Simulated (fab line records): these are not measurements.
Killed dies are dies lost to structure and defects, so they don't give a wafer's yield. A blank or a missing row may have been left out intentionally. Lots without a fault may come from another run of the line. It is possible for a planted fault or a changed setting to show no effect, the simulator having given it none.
fab line records	flow n5_finfet
record lots=7	wafers=39
route steps=1938 shown FIN_SAQP@94 STI_FIN_REVEAL@190 SDB@347 MOL_CONTACT_COAG@535 BEOL_M1@800
start_h: the number of hours between the record's first day and the start of the first shown wafer of the lot	wait_h: hours elapsed since this lot's preceding step	" as in the row above	L1.1+2: a row that stands for several wafers	- no value, or no start given	* or withheld: withheld	< > ~ a bound
route shown NAME@n: a module of which the file shows steps, and the number in the route of the first	usual: mean/standard deviation taken from wafers without a fault	same: alike in all rows	chamber/n: place in a boat	sites: each site's reading	_std_site: their standard deviation	_edge_site: inner sites' mean taken away from outer sites' mean	radius_mm: how far each site lies from the wafer's centre	mask NAME#n: copy n	behind: tool/chamber where the wafer was last shaped	hold: cause of the lot's hold/its duration in hours/its outcome	device: the transistor (n, p or np) that didn't switch	end of line: at the end of the route, the tests of the same wafers	step lacking rows: just its recipe	killed: dies lost to structure and defects at the first sort, not the wafer's yield	map: dies across one wafer; x = killed, . = not, _ = none there
set.NAME: the run value of the setting; set.NAME@STEP: its run value at that earlier step	model.NAME: the simulator's own value behind a step, which no gauge read
one table per step and one row per wafer, for lots whose settings were changed on purpose
## steps
# step N5_FIN_SAQP_ALD_61
# recipe material=SiO2	target_thk_a=40	temp_c=300	ald_precursor_family=BDEAS	ald_co_reactant=O2-plasma	pulse_time_s=1	purge_time_s=2	co_reactant_purge_time_s=2	ald_cycles=43	pressure_torr=2
lot.wafer	tool	chamber	start_h	wait_h	set.ald_cycles	model.SiO2_of_FIN_SAQP_ALD_61.thk_nm
L078.1	ald_sin-04	3	44.63	0.0	56	5.143
L078.2	"	0	"	"	43	3.952
L078.3+4	"	1,2	"	"	43	3.979
L078.5	"	0	"	"	56	5.161
L078.6	"	1	"	"	56	5.201
L083.1	ald_sin-02	3	75.07	0.1	43	4.028
L083.2	"	0	"	"	43	4.003
L083.3	"	1	"	"	43	3.986
L083.4	"	2	"	"	23	2.123
L083.5	"	3	"	"	23	2.189
L083.6	"	0	"	"	23	2.13
L084.1	ald_sin-04	2	80.53	0.0	43	3.988
L084.2	"	3	"	"	43	3.968
L084.3	"	0	"	"	28	2.56
L084.4	"	1	"	"	43	3.979
L084.5	"	3	"	"	28	2.588
L084.6	"	2	"	"	28	2.587
L090.1	ald_sin-02	1	116.39	0.0	43	3.986
L090.3	"	1	"	"	43	3.967
L090.5	"	1	"	"	43	3.991
L095.1	ald_sin-04	3	146.78	0.0	53	4.905
L095.2	"	2	"	"	53	4.921
L095.3	"	1	"	"	53	4.92
L095.4	"	1	"	"	43	3.992
L095.5	"	3	"	"	43	3.97
L095.6	"	2	"	"	43	3.971
L096.1	ald_sin-03	3	153.50	0.9	61	5.677
L096.2	"	0	"	"	61	5.713
L096.3	"	2	"	"	61	5.695
L096.4	"	1	"	"	43	4.005
L096.5	"	1	"	"	43	4.015
L096.6	"	2	"	"	43	4.023
L097.1	ald_sin-04	0	159.42	1.6	67	6.221
L097.2	"	3	"	"	67	6.243
L097.3	"	2	"	"	67	6.212
L097.4	"	1	"	"	43	4.008
L097.5	"	3	"	"	43	4.002
L097.6	"	0	"	"	43	3.995
# step N5_STI_FIN_REVEAL_ETCHBACK_08
# recipe chemistry=C4F6/O2	target=SiO2	target_depth_a=305	time_s=10.167	ion_energy_ev=250	pressure_mtorr=30	source_w=345	bias_w=185	Ar_flow_sccm=300	C4F6_flow_sccm=10	O2_flow_sccm=10
lot.wafer	tool	chamber	start_h	wait_h	set.target_depth_a
L078.1+2+3+4+5+6	rie_diel-04	2,1,0,3,2,3	58.19	0.3	305
L083.1+3+4	rie_diel-06	2,0,1	88.21	0.2	449.1
L083.2+5+6	"	3,0,1	"	"	305
L084.1+2+3+4+5+6	rie_diel-06	0,1,2,3,0,1	94.49	0.2	305
L090.1+3+5	rie_diel-06	3,1,0	129.90	0.3	305
L095.1+4+5	rie_diel-04	0,2,3	159.54	0.2	211.5
L095.2+3+6	"	3,1,2	"	"	305
L096.1+2+6	rie_diel-05	3,1,3	168.75	0.3	471.9
L096.3+4+5	"	2,0,0	"	"	305
L097.1+2+3+4+5+6	rie_diel-06	3,1,2,0,1,2	173.82	0.2	305
# step N5_STI_FIN_REVEAL_STRIP_24
# recipe chemistry=N2/H2	time_s=90	power_w=100	temp_c=40	pressure_mtorr=100	rf_frequency_hz=6e+07	bias_power_w=3	n2_flow_sccm=300	h2_flow_sccm=300
# step N5_STI_FIN_REVEAL_PRECLEAN_25
# recipe chemistry=SPM	time_s=90	temp_c=120	mix=4:1
# step N5_STI_FIN_REVEAL_SRD_23
# recipe dry=ipa_marangoni	time_s=30	temp_c=23	rinse_liquid=diw
# step N5_STI_FIN_REVEAL_FIN_H_MEAS_10
# usual trench_depth_nm=52.1/0.66
lot.wafer	tool	chamber	start_h	wait_h	set.target_depth_a@STI_FIN_REVEAL_ETCHBACK_08	trench_depth_nm
L078.1	ocd-02	-	61.15	0.0	305	51.6
L078.2	"	-	"	"	305	52.8
L078.3	"	-	"	"	305	52.1
L078.4	"	-	"	"	305	52.2
L078.5	"	-	"	"	305	51.1
L078.6	"	-	"	"	305	52.2
L083.1	ocd-02	-	92.86	0.0	449.1	65.6
L083.2	"	-	"	"	305	51.9
L083.3	"	-	"	"	449.1	66.1
L083.4	"	-	"	"	449.1	64.7
L083.5	"	-	"	"	305	50.9
L083.6	"	-	"	"	305	51.2
L084.1	ocd-02	-	97.45	0.0	305	51.1
L084.2	"	-	"	"	305	51.3
L084.3	"	-	"	"	305	51.9
L084.4	"	-	"	"	305	51.7
L084.5	"	-	"	"	305	51.7
L084.6	"	-	"	"	305	51.8
L090.1	ocd-01	-	133.03	0.0	305	53.2
L090.3	"	-	"	"	305	52.3
L090.5	"	-	"	"	305	52.4
L095.1	ocd-02	-	162.49	0.0	211.5	43.4
L095.2	"	-	"	"	305	52.2
L095.3	"	-	"	"	305	52.9
L095.4	"	-	"	"	211.5	42.4
L095.5	"	-	"	"	211.5	42.7
L095.6	"	-	"	"	305	51.9
L096.1	ocd-01	-	171.74	0.0	471.9	69.8
L096.2	"	-	"	"	471.9	68.9
L096.3	"	-	"	"	305	51.6
L096.4	"	-	"	"	305	51.0
L096.5	"	-	"	"	305	51.5
L096.6	"	-	"	"	471.9	69.5
L097.1	ocd-01	-	178.37	0.0	305	51.9
L097.2	"	-	"	"	305	51.4
L097.3	"	-	"	"	305	52.3
L097.4	"	-	"	"	305	52.0
L097.5	"	-	"	"	305	51.0
L097.6	"	-	"	"	305	52.0
# step N5_SDB_HM_DEP_00
# recipe material=SiNx	target_thk_a=400	temp_c=400	precursor=SiH4/NH3/N2	pressure_torr=1.5	rf_w=300	time_s=35.3
lot.wafer	tool	chamber	start_h	wait_h	set.time_s	model.SiNx_of_SDB_HM_DEP_00.thk_nm
L078.1	pecvd-04	2	90.81	0.0	35.3	39.4
L078.2	"	0	"	"	35.3	39
L078.3	"	1	"	"	43.62	49.4
L078.4	"	0	"	"	35.3	39.8
L078.5	"	2	"	"	43.62	49.8
L078.6	"	1	"	"	43.62	50.6
L083.1	pecvd-04	1	122.46	0.0	26.61	29.6
L083.2	"	2	"	"	35.3	38.8
L083.3	"	0	"	"	35.3	39
L083.4	"	1	"	"	35.3	40
L083.5+6	"	0,2	"	"	26.61	29.4
L084.1	pecvd-04	0	124.33	0.0	24.57	26.6
L084.2	"	2	"	"	24.57	27.4
L084.3	"	1	"	"	35.3	39.6
L084.4	"	0	"	"	35.3	39.2
L084.5	"	1	"	"	24.57	27.8
L084.6	"	2	"	"	35.3	40.2
L090.1	pecvd-03	1	160.40	0.0	35.3	39.2
L090.3	"	0	"	"	35.3	39.4
L090.5	"	2	"	"	35.3	39.6
L095.1	pecvd-02	1	189.74	0.0	35.3	39
L095.2+3+5	"	0,2,1	"	"	35.3	40.4
L095.4+6	"	0,2	"	"	35.3	40.8
L096.1	pecvd-02	1	204.12	0.0	35.3	39
L096.2	"	2	"	"	28.05	32.2
L096.3	"	0	"	"	28.05	32
L096.4	"	0	"	"	28.05	32.8
L096.5	"	1	"	"	35.3	39.8
L096.6	"	2	"	"	35.3	40.8
L097.1	pecvd-04	0	210.37	0.0	35.3	39.4
L097.2	"	1	"	"	35.3	40
L097.3	"	2	"	"	35.3	39.6
L097.4	"	2	"	"	35.3	40.6
L097.5	"	0	"	"	35.3	39.8
L097.6	"	1	"	"	35.3	40.4
# step N5_SDB_COAT_03
# recipe resist=SOC	temp_c=250	time_s=60	spin_rpm=1500	resist_thk_nm=100
# step N5_SDB_COAT_04
# recipe resist=SiARC	temp_c=220	time_s=60	spin_rpm=1500	resist_thk_nm=18
# step N5_SDB_STRIP_19
# recipe chemistry=N2/H2	temp_c=40	n2_flow_sccm=200	h2_flow_sccm=200	rf_frequency_hz=6e+07
# step N5_SDB_STRIP_21
# recipe chemistry=CF4	resist=SiARC	power_w=300	bias_power_w=75	pressure_mtorr=50	cf4_flow_sccm=150	rf_frequency_hz=6e+07
# step N5_SDB_HM_OPEN_20
# recipe chemistry=CH3F/O2	target=SiNx	mask_material=SOC	target_depth_a=240	stop_on=poly-Si	over_etch_frac=0.4	ion_energy_ev=120	pressure_mtorr=30	source_w=395	bias_w=73	Ar_flow_sccm=150	CH3F_flow_sccm=30	O2_flow_sccm=20
lot.wafer	tool	chamber	start_h	wait_h	set.time_s@SDB_HM_DEP_00	model.etch.depth_nm
L078.1	rie_diel-04	2	91.59	0.0	35.3	23.48
L078.2	"	1	"	"	35.3	22.98
L078.3	"	3	"	"	43.62	33.26
L078.4	"	0	"	"	35.3	23.74
L078.5	"	3	"	"	43.62	33.1
L078.6	"	0	"	"	43.62	32.88
L083.1	rie_diel-04	1	123.23	0.0	26.61	13.53
L083.2	"	0	"	"	35.3	22.79
L083.3	"	2	"	"	35.3	23.03
L083.4	"	1	"	"	35.3	23.93
L083.5+6	"	0,2	"	"	26.61	13.49
L084.1	rie_diel-06	0	124.97	0.0	24.57	10.65
L084.2	"	1	"	"	24.57	11.31
L084.3	"	2	"	"	35.3	23.52
L084.4	"	3	"	"	35.3	23.29
L084.5	"	0	"	"	24.57	11.89
L084.6	"	1	"	"	35.3	24.16
L090.1	rie_diel-06	1	161.23	0.0	35.3	23.17
L090.3	"	3	"	"	35.3	23.31
L090.5	"	2	"	"	35.3	23.51
L095.1	rie_diel-05	0	190.72	0.0	35.3	22.99
L095.2	"	2	"	"	35.3	24.36
L095.3	"	1	"	"	35.3	24.39
L095.4	"	3	"	"	35.3	24.89
L095.5	"	2	"	"	35.3	24.45
L095.6	"	1	"	"	35.3	24.72
L096.1	rie_diel-06	2	204.88	0.0	35.3	23.08
L096.2	"	3	"	"	28.05	16.14
L096.3	"	1	"	"	28.05	16.07
L096.4	"	2	"	"	28.05	16.87
L096.5	"	3	"	"	35.3	23.8
L096.6	"	1	"	"	35.3	24.84
L097.1	rie_diel-06	2	211.13	0.0	35.3	23.45
L097.2	"	3	"	"	35.3	23.93
L097.3	"	1	"	"	35.3	23.59
L097.4	"	2	"	"	35.3	24.69
L097.5	"	1	"	"	35.3	23.84
L097.6	"	3	"	"	35.3	24.36
# step N5_SDB_STRIP_22
# recipe chemistry=N2/H2	power_w=1000	temp_c=250	h2_frac=0.65	overash_fraction=0.3	pressure_mtorr=withheld	n2_flow_sccm=1750	h2_flow_sccm=3250
# step N5_SDB_PRECLEAN_23
# recipe chemistry=dHF	time_s=30	temp_c=25	dilution=withheld
# step N5_SDB_DUMMY_REMOVE_24
# recipe chemistry=TMAH	temp_c=70	target=poly-Si	stop_on=SiO2	target_depth_nm=142	conc_wt_pct=5	time_s=57	dry=ipa_marangoni	rinse_time_s=30	rinse_temp_c=23
# step N5_SDB_ETCH_25
# recipe chemistry=C4F6/O2	target=SiO2	target_depth_a=100	time_s=3.3	ion_energy_ev=250	mask_material=SiNx	pressure_mtorr=30	source_w=345	bias_w=185	Ar_flow_sccm=300	C4F6_flow_sccm=10	O2_flow_sccm=10
# step N5_SDB_CUT_ETCH_26
# recipe chemistry=HBr/Cl2/O2	target=Si	target_depth_a=1296	bt_time_s=20	mask_material=SiNx	time_s=51.8	ion_energy_ev=*	bias_w=*	pressure_mtorr=10	icp_w=800	HBr_flow_sccm=150	Cl2_flow_sccm=80	O2_flow_sccm=12
lot.wafer	tool	chamber	start_h	wait_h	set.time_s@SDB_HM_DEP_00	model.SiNx_of_SDB_HM_DEP_00.thk_nm
L078.1	rie_si-03	1	93.68	0.1	35.3	21.4
L078.2	"	0	"	"	35.3	21.2
L078.3	"	3	"	"	43.62	31.8
L078.4	"	2	"	"	35.3	22
L078.5	"	0	"	"	43.62	32
L078.6	"	1	"	"	43.62	32.6
L083.1+6	rie_si-06	3	123.62	0.1	26.61	10.6
L083.2	"	1	"	"	35.3	20.2
L083.3	"	0	"	"	35.3	20.4
L083.4	"	0	"	"	35.3	21.2
L083.5	"	1	"	"	26.61	11
L084.1	rie_si-05	3	125.41	0.1	24.57	9.4
L084.2	"	2	"	"	24.57	10.2
L084.3	"	1	"	"	35.3	21.6
L084.4	"	0	"	"	35.3	20.8
L084.5	"	3	"	"	24.57	10.6
L084.6	"	0	"	"	35.3	22
L090.1	rie_si-05	2	161.62	0.1	35.3	22
L090.3	"	3	"	"	35.3	22.2
L090.5	"	2	"	"	35.3	22.4
L095.1	rie_si-03	2	191.30	0.1	35.3	21.8
L095.2	"	1	"	"	35.3	22.4
L095.3+5	"	3	"	"	35.3	22.6
L095.4	"	0	"	"	35.3	23.4
L095.6	"	0	"	"	35.3	23.2
L096.1	rie_si-06	0	205.27	0.1	35.3	20.4
L096.2	"	1	"	"	28.05	13.6
L096.3	"	2	"	"	28.05	13.4
L096.4	"	3	"	"	28.05	13.8
L096.5	"	3	"	"	35.3	20.8
L096.6	"	2	"	"	35.3	22
L097.1	rie_si-06	1	211.59	0.1	35.3	21.2
L097.2	"	0	"	"	35.3	21.4
L097.3	"	3	"	"	35.3	20.6
L097.4	"	2	"	"	35.3	21.8
L097.5	"	3	"	"	35.3	20.8
L097.6	"	0	"	"	35.3	21.6
# step N5_SDB_PRECLEAN_38
# recipe chemistry=dHF	time_s=10	dilution=750:1	temp_c=25
lot.wafer	tool	chamber	start_h	wait_h	set.time_s@SDB_HM_DEP_00	model.SiNx_of_SDB_HM_DEP_00.thk_nm
L078.1	wet_bench-05	7	93.80	0.1	35.3	21.4
L078.2	"	1	"	"	35.3	21.2
L078.3	"	4	"	"	43.62	31.6
L078.4	"	0	"	"	35.3	22
L078.5	"	5	"	"	43.62	31.8
L078.6	"	6	"	"	43.62	32.6
L083.1	wet_bench-06	4	123.74	0.1	26.61	10.4
L083.2	"	3	"	"	35.3	20
L083.3	"	7	"	"	35.3	20.2
L083.4	"	6	"	"	35.3	21
L083.5	"	0	"	"	26.61	10.8
L083.6	"	5	"	"	26.61	10.6
L084.1	wet_bench-06	5	125.53	0.1	24.57	9.4
L084.2	"	0	"	"	24.57	10
L084.3	"	3	"	"	35.3	21.6
L084.4	"	1	"	"	35.3	20.8
L084.5	"	2	"	"	24.57	10.6
L084.6	"	4	"	"	35.3	21.8
L090.1	wet_bench-03	1	161.73	0.1	35.3	22
L090.3	"	6	"	"	35.3	22.2
L090.5	"	5	"	"	35.3	22.4
L095.1	wet_bench-06	2	191.43	0.1	35.3	21.6
L095.2	"	0	"	"	35.3	22.4
L095.3+5	"	3,5	"	"	35.3	22.6
L095.4+6	"	1,4	"	"	35.3	23.2
L096.1	wet_bench-05	5	205.38	0.1	35.3	20.4
L096.2	"	1	"	"	28.05	13.6
L096.3	"	2	"	"	28.05	13.4
L096.4	"	3	"	"	28.05	13.8
L096.5	"	0	"	"	35.3	20.6
L096.6	"	4	"	"	35.3	22
L097.1+2	wet_bench-06	1,5	211.71	0.1	35.3	21.2
L097.3	"	6	"	"	35.3	20.4
L097.4	"	7	"	"	35.3	21.6
L097.5	"	2	"	"	35.3	20.6
L097.6	"	0	"	"	35.3	21.4
# step N5_MOL_CONTACT_COAG_CONTACT_ETCH_14
# recipe chemistry=C4F6/O2	target=SiO2	target_depth_a=275	overetch_a=85	mask_material=SOC	pressure_mtorr=30	source_w=370	bias_w=185	Ar_flow_sccm=300	C4F6_flow_sccm=16	O2_flow_sccm=10	time_s=20	ion_energy_ev=259.6
lot.wafer	tool	chamber	start_h	wait_h	set.time_s
L078.1+3+5	rie_diel-06	1,2,2	115.56	0.0	27.43
L078.2+4+6	"	0,3,1	"	"	20
L083.1+2+5	rie_diel-04	0,3,3	144.86	0.0	15.1
L083.3+4+6	"	1,2,2	"	"	20
L084.1+3+5	rie_diel-05	0,2,1	146.70	0.0	30.75
L084.2+4+6	"	1,0,2	"	"	20
L090.1+3+5	rie_diel-06	3,2,2	183.07	0.0	20
L095.1+2+5	rie_diel-05	3,1,3	212.59	0.0	23.22
L095.3+4+6	"	2,1,2	"	"	20
L096.1+3+4	rie_diel-04	2,0,0	226.21	0.0	25.24
L096.2+5+6	"	3,3,2	"	"	20
L097.1+2+3+4+5+6	rie_diel-04	1,0,2,3,3,2	232.71	0.0	20
# step N5_MOL_CONTACT_COAG_STRIP_109
# recipe chemistry=C4F6/O2	resist=SiARC	rf_frequency_hz=6e+07
# step N5_MOL_CONTACT_COAG_ETCH_15
# recipe chemistry=CH3F/O2	target=SiNx	target_depth_a=70	mask_material=SOC	stop_on=Si:P	over_etch_frac=0.75	ion_energy_ev=120	pressure_mtorr=30	source_w=395	bias_w=73	Ar_flow_sccm=150	CH3F_flow_sccm=30	O2_flow_sccm=20
lot.wafer	tool	chamber	start_h	wait_h	set.time_s@MOL_CONTACT_COAG_CONTACT_ETCH_14	model.SOC_of_MOL_CONTACT_COAG_COAT_103.thk_nm
L078.1	rie_diel-06	1	115.60	0.0	27.43	74.4
L078.2	"	0	"	"	20	75
L078.3+5	"	2	"	"	27.43	74.2
L078.4	"	3	"	"	20	74.6
L078.6	"	1	"	"	20	74.8
L083.1+2+5	rie_diel-04	0,3,3	144.89	0.0	15.1	75.8
L083.3	"	1	"	"	20	75.2
L083.4	"	2	"	"	20	75.4
L083.6	"	2	"	"	20	75.6
L084.1+3	rie_diel-05	0,2	146.73	0.0	30.75	74.6
L084.2+6	"	1,2	"	"	20	75.2
L084.4	"	0	"	"	20	75
L084.5	"	1	"	"	30.75	74.4
L090.1+5	rie_diel-06	3,2	183.11	0.0	20	75.2
L090.3	"	2	"	"	20	75
L095.1	rie_diel-05	3	212.63	0.0	23.22	74.6
L095.2+5	"	1,3	"	"	23.22	74.8
L095.3+4+6	"	2,1,2	"	"	20	75
L096.1+4	rie_diel-04	2,0	226.25	0.0	25.24	74.6
L096.2+6	"	3,2	"	"	20	75
L096.3	"	0	"	"	25.24	74.8
L096.5	"	3	"	"	20	75.2
L097.1+4+6	rie_diel-04	1,3,2	232.75	0.0	20	74.8
L097.2+3	"	0,2	"	"	20	74.6
L097.5	"	3	"	"	20	75
# step N5_BEOL_M1_TRENCH_ETCH_37
# recipe chemistry=C4F6/O2	target_depth_a=552.07	target=SiOC	time_s=29	ion_energy_ev=250	pressure_mtorr=30	source_w=355	bias_w=185	Ar_flow_sccm=300	C4F6_flow_sccm=10	O2_flow_sccm=10
lot.wafer	tool	chamber	start_h	wait_h	set.time_s	model.BEOL_M1.feature_depth_nm	model.etch.depth_nm	model.TiN_of_BEOL_M1_HM_DEP_02.thk_nm
L078.1	rie_diel-03	3	-	-	14.58	26.6	26.68	19
L078.2	"	1	"	"	14.58	27.2	27.19	19.2
L078.3	"	0	"	"	29	53.4	53.49	18.2
L078.4	"	2	"	"	29	55.2	55.26	17.8
L078.5	"	3	"	"	29	53	53.07	18
L078.6	"	0	"	"	14.58	27	27.04	19.6
L083.1	rie_diel-01	3	-	-	29	52.8	52.76	17.6
L083.2	"	1	"	"	44.82	82.4	82.49	16.6
L083.3	"	2	"	"	29	57	57	17.6
L083.4	"	0	"	"	44.82	87.6	87.56	16
L083.5	"	2	"	"	29	56.4	56.38	17.4
L083.6	"	1	"	"	44.82	82.2	82.27	16.8
L084.1	rie_diel-01	3	-	-	29	53.2	53.15	18
L084.2	"	2	"	"	29	56.6	56.65	17.6
L084.3	"	1	"	"	29	53.4	53.36	17.8
L084.4	"	0	"	"	29	56.6	56.58	17.8
L084.5	"	1	"	"	29	53	52.97	17.8
L084.6	"	2	"	"	29	56.6	56.59	17.6
L090.1	rie_diel-02	0	-	-	29	57.6	57.52	17.6
L090.3	"	1	"	"	29	52.8	52.74	17.6
L090.5	"	1	"	"	29	52.8	52.78	17.8
L095.1	rie_diel-03	2	-	-	29	55	54.95	17.6
L095.2	"	1	"	"	29	54.2	54.21	18
L095.3	"	0	"	"	14.75	27	26.98	19.2
L095.4	"	3	"	"	14.75	26.6	26.69	18.8
L095.5	"	3	"	"	14.75	27	27	19
L095.6	"	0	"	"	29	52.8	52.83	17.8
L096.1	rie_diel-01	1	-	-	37.27	71.4	71.41	16.8
L096.2	"	0	"	"	37.27	72.4	72.41	16.6
L096.3	"	2	"	"	29	56.4	56.41	17
L096.4	"	0	"	"	29	56.4	56.38	17
L096.5	"	2	"	"	37.27	73	73.05	16.6
L096.6	"	1	"	"	29	55.6	55.53	17
L097.1	rie_diel-02	0	-	-	29	57.6	57.64	17.8
L097.2	"	1	"	"	42.03	76.4	76.39	17
L097.3	"	2	"	"	42.03	79.4	79.32	17
L097.4	"	3	"	"	42.03	81	80.95	16.4
L097.5	"	3	"	"	29	55.4	55.49	18
L097.6	"	2	"	"	29	54.4	54.36	18
# step N5_BEOL_M1_ETCH_41
# recipe chemistry=CH3F/O2	target=SiCN	target_depth_a=319	taper_deg=2	time_s=57.8	ion_energy_ev=120	mask_material=TiN	pressure_mtorr=30	source_w=395	bias_w=75	Ar_flow_sccm=150	CH3F_flow_sccm=30	O2_flow_sccm=20
# step N5_BEOL_M1_STRIP_97
# recipe chemistry=N2/H2	time_s=10	power_w=450	temp_c=40	pressure_mtorr=20	rf_frequency_hz=6e+07	bias_power_w=7	n2_flow_sccm=200	h2_flow_sccm=200
# step N5_BEOL_M1_OCD_MEAS_38
# usual trench_depth_nm=54.8/1.6
lot.wafer	tool	chamber	start_h	wait_h	set.time_s@BEOL_M1_TRENCH_ETCH_37	trench_depth_nm
L078.1	ocd-01	-	157.59	-	14.58	26.7
L078.2	"	-	"	"	14.58	27.5
L078.3	"	-	"	"	29	53.3
L078.4	"	-	"	"	29	54.7
L078.5	"	-	"	"	29	53.0
L078.6	"	-	"	"	14.58	27.4
L083.1	ocd-02	-	179.30	-	29	52.6
L083.2	"	-	"	"	44.82	82.3
L083.3	"	-	"	"	29	57.2
L083.4	"	-	"	"	44.82	87.6
L083.5	"	-	"	"	29	56.4
L083.6	"	-	"	"	44.82	82.2
L084.1	ocd-02	-	184.03	-	29	53.5
L084.2	"	-	"	"	29	56.7
L084.3	"	-	"	"	29	53.2
L084.4	"	-	"	"	29	56.7
L084.5	"	-	"	"	29	52.5
L084.6	"	-	"	"	29	56.1
L090.1	ocd-02	-	223.29	-	29	57.5
L090.3	"	-	"	"	29	52.3
L090.5	"	-	"	"	29	53.3
L095.1	ocd-01	-	255.91	-	29	54.8
L095.2	"	-	"	"	29	54.6
L095.3	"	-	"	"	14.75	26.7
L095.4	"	-	"	"	14.75	26.8
L095.5	"	-	"	"	14.75	27.4
L095.6	"	-	"	"	29	52.4
L096.1	ocd-02	-	266.49	-	37.27	71.6
L096.2	"	-	"	"	37.27	72.1
L096.3	"	-	"	"	29	56.4
L096.4	"	-	"	"	29	55.9
L096.5	"	-	"	"	37.27	73.2
L096.6	"	-	"	"	29	56.4
L097.1	ocd-02	-	269.18	-	29	57.8
L097.2	"	-	"	"	42.03	76.2
L097.3	"	-	"	"	42.03	79.4
L097.4	"	-	"	"	42.03	81.0
L097.5	"	-	"	"	29	55.6
L097.6	"	-	"	"	29	54.4
## key
split step=N5_FIN_SAQP_ALD_61	setting=ald_cycles	stated=43	by=wafer
response step=N5_FIN_SAQP_ALD_61	reading=model.SiO2_of_FIN_SAQP_ALD_61.thk_nm	change=+0.04	per=1%	r=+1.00
split step=N5_STI_FIN_REVEAL_ETCHBACK_08	setting=target_depth_a	stated=305	by=wafer
response step=N5_STI_FIN_REVEAL_FIN_H_MEAS_10	reading=trench_depth_nm	change=+0.315	per=1%	r=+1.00
split step=N5_SDB_HM_DEP_00	setting=time_s	stated=35.3	by=wafer
response step=N5_SDB_HM_DEP_00	reading=model.SiNx_of_SDB_HM_DEP_00.thk_nm	change=+0.407	per=1%	r=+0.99
response step=N5_SDB_HM_OPEN_20	reading=model.etch.depth_nm	change=+0.399	per=1%	r=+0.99
response step=N5_SDB_CUT_ETCH_26	reading=model.SiNx_of_SDB_HM_DEP_00.thk_nm	change=+0.396	per=1%	r=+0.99
response step=N5_SDB_PRECLEAN_38	reading=model.SiNx_of_SDB_HM_DEP_00.thk_nm	change=+0.393	per=1%	r=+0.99
split step=N5_MOL_CONTACT_COAG_CONTACT_ETCH_14	setting=time_s	stated=20	by=wafer
response step=N5_MOL_CONTACT_COAG_ETCH_15	reading=model.SOC_of_MOL_CONTACT_COAG_COAT_103.thk_nm	change=-0.0132	per=1%	r=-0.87
split step=N5_BEOL_M1_TRENCH_ETCH_37	setting=time_s	stated=29	by=wafer
response step=N5_BEOL_M1_TRENCH_ETCH_37	reading=model.BEOL_M1.feature_depth_nm	change=+0.536	per=1%	r=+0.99
response step=N5_BEOL_M1_TRENCH_ETCH_37	reading=model.etch.depth_nm	change=+0.536	per=1%	r=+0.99
response step=N5_BEOL_M1_TRENCH_ETCH_37	reading=model.TiN_of_BEOL_M1_HM_DEP_02.thk_nm	change=-0.0225	per=1%	r=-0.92
response step=N5_BEOL_M1_OCD_MEAS_38	reading=trench_depth_nm	change=+0.532	per=1%	r=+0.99
